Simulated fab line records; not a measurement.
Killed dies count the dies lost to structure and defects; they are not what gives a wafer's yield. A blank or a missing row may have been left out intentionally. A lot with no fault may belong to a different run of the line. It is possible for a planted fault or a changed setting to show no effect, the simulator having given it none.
Split-lot experiment | flow n5Finfet | 17 wafers read across 7 lots, on a route 1938 steps long

SPLIT DETAILS
At N5_BEOL_M3_SPUTTER_90 (material Cu, target thk 4.5 nm, time 8.29 s), the setting timeS was moved away from the recipe's 8.29 s on 2 of the 17 wafers read, by -12.7% to +12.3%. All remaining wafers had this setting at the recipe value.

The split's own step is where the reading is taken.

THE READING
Cu_of_BEOL_M3_SPUTTER_90.thkNm (the simulator's own value, which no gauge read), in nm, at N5_BEOL_M3_SPUTTER_90 (material Cu, target thk 4.5 nm, time 8.29 s). The file gives no usual value for it. Across the 15 wafers here that went through the recipe, the average is 4.4 nm and the standard deviation 0.12 nm.

wafer  | tool, chamber at the split | timeS as run, s | against the recipe | Cu_of_BEOL_M3_SPUTTER_90.thkNm, nm | against lot-mates on the recipe
L074.3 | pvdSputter-02, -           | 8.29            | recipe             | 4.6                                | -
L074.5 | pvdSputter-02, -           | 8.29            | recipe             | 4.6                                | -
L074.6 | pvdSputter-02, -           | 8.29            | recipe             | 4.6                                | -
L075.2 | pvdSputter-01, -           | 8.29            | recipe             | 4.2                                | -
L075.4 | pvdSputter-01, -           | 8.29            | recipe             | 4.2                                | -
L075.6 | pvdSputter-01, -           | 7.238           | -12.7%             | 3.8                                | -0.4
L077.2 | pvdSputter-03, -           | 8.29            | recipe             | 4.4                                | -
L077.4 | pvdSputter-03, -           | 8.29            | recipe             | 4.4                                | -
L079.1 | pvdSputter-02, -           | 8.29            | recipe             | 4.4                                | -
L079.2 | pvdSputter-02, -           | 8.29            | recipe             | 4.4                                | -
L079.6 | pvdSputter-02, -           | 8.29            | recipe             | 4.6                                | -
L085.2 | pvdSputter-02, -           | 8.29            | recipe             | 4.4                                | -
L085.5 | pvdSputter-02, -           | 8.29            | recipe             | 4.4                                | -
L085.6 | pvdSputter-02, -           | 8.29            | recipe             | 4.4                                | -
L089.3 | pvdSputter-02, -           | 8.29            | recipe             | 4.4                                | -
L089.6 | pvdSputter-02, -           | 9.309           | +12.3%             | 5                                  | +0.6
L097.2 | pvdSputter-03, -           | 8.29            | recipe             | 4.4                                | -

FIT RESULTS
A straight line over all 17 wafers: Cu_of_BEOL_M3_SPUTTER_90.thkNm changes by +0.0481 nm for each +1% of timeS; r = +0.87; the points scatter about the line by 0.12 nm.
The same after taking each lot's own level away (the mean of its wafers on the recipe; 17 wafers): +0.0399 nm for each +1%; r = +0.96; scatter 0.056 nm.
Per that fit: largest timeS move, reading shift of 0.51 nm.
Across the lots, their own levels run from 4.20 to 4.60 nm, a range of 3.2 times the standard deviation given above.
So the lot-to-lot level changes the slope: the two fits differ.
Check: with one of the wafers moved furthest among these (-12.7%) left out of the fit, the line predicts -0.619 nm for it against its lot-mates. Against them it came out at -0.4 nm.

THESE WAFERS: OTHER SPLITS
Before the reading, these wafers also passed through other splits. Each is held against what the fit with the lots' levels taken away leaves over:
other split on the same wafers    | wafers away from the commonest value | r with Cu_of_BEOL_M3_SPUTTER_90.thkNm (lot level and that fit taken away)
N5_BEOL_M2_TRENCH_ETCH_37 timeS   | 5                                    | +0.16
N5_BEOL_M3_TRENCH_ETCH_37 sourceW | 6                                    | -0.23

THE FILE'S OWN FIT
Cu_of_BEOL_M3_SPUTTER_90.thkNm changes by +0.0387 nm for each +1% of timeS, r = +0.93.
